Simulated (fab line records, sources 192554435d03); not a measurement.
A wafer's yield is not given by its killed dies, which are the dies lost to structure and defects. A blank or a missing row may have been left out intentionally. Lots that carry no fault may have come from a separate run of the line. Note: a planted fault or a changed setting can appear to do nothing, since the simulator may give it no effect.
Chamber matching | flow n5_finfet | N5_SPACER0_ALD_07 on ald_sin-02 has 4 sister chambers
The step deposits SiNx, target thk 2 nm. 4 wafers are shown with their chamber, then 10 later ones without.

## WAFERS WITH THEIR CHAMBER
wafer  | chamber | heater_power_w (W)
L089.1 | 2       | 930
L089.5 | 1       | 946
L091.2 | 0       | 924
L091.3 | 3       | 752

## WAFERS WHOSE CHAMBER IS MISSING
wafer  | heater_power_w (W)
L091.6 | 933
L094.1 | 921
L094.5 | 768
L094.6 | 938
L095.2 | 909
L095.3 | 946
L095.4 | 971
L097.3 | 944
L097.5 | 756
L097.6 | 961

## THE CHAMBER EACH PASSED THROUGH
wafer  | from the rows above          | in truth
L091.6 | can't be placed: 2 or 0 or 1 | 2
L094.1 | can't be placed: 0 or 2 or 1 | 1
L094.5 | 3                            | 3
L094.6 | can't be placed: 1 or 2 or 0 | 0
L095.2 | can't be placed: 0 or 2 or 1 | 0
L095.3 | can't be placed: 1 or 2 or 0 | 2
L095.4 | can't be placed: 1 or 2 or 0 | 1
L097.3 | can't be placed: 1 or 2 or 0 | 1
L097.5 | 3                            | 3
L097.6 | can't be placed: 1 or 2 or 0 | 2
Placed correctly: 2 of 10. From these rows, 8 cannot be placed; in 8 the true chamber is one of the candidates. Placed wrongly: 0.
How it was worked out, from the rows above alone: a wafer's distance from a chamber is the root of the sum, over the readings, of the square of ((its reading less the chamber's mean) divided by the reading's scatter). If the next closest chamber is less than 2 further off than the closest, the wafer can't be placed; otherwise it belongs to the closest. For every chamber, the mean is computed from those of its wafers that are shown. The scatter: with one shown wafer a chamber, the root of the mean of the squares of how far each hidden wafer lies from its nearest shown one.
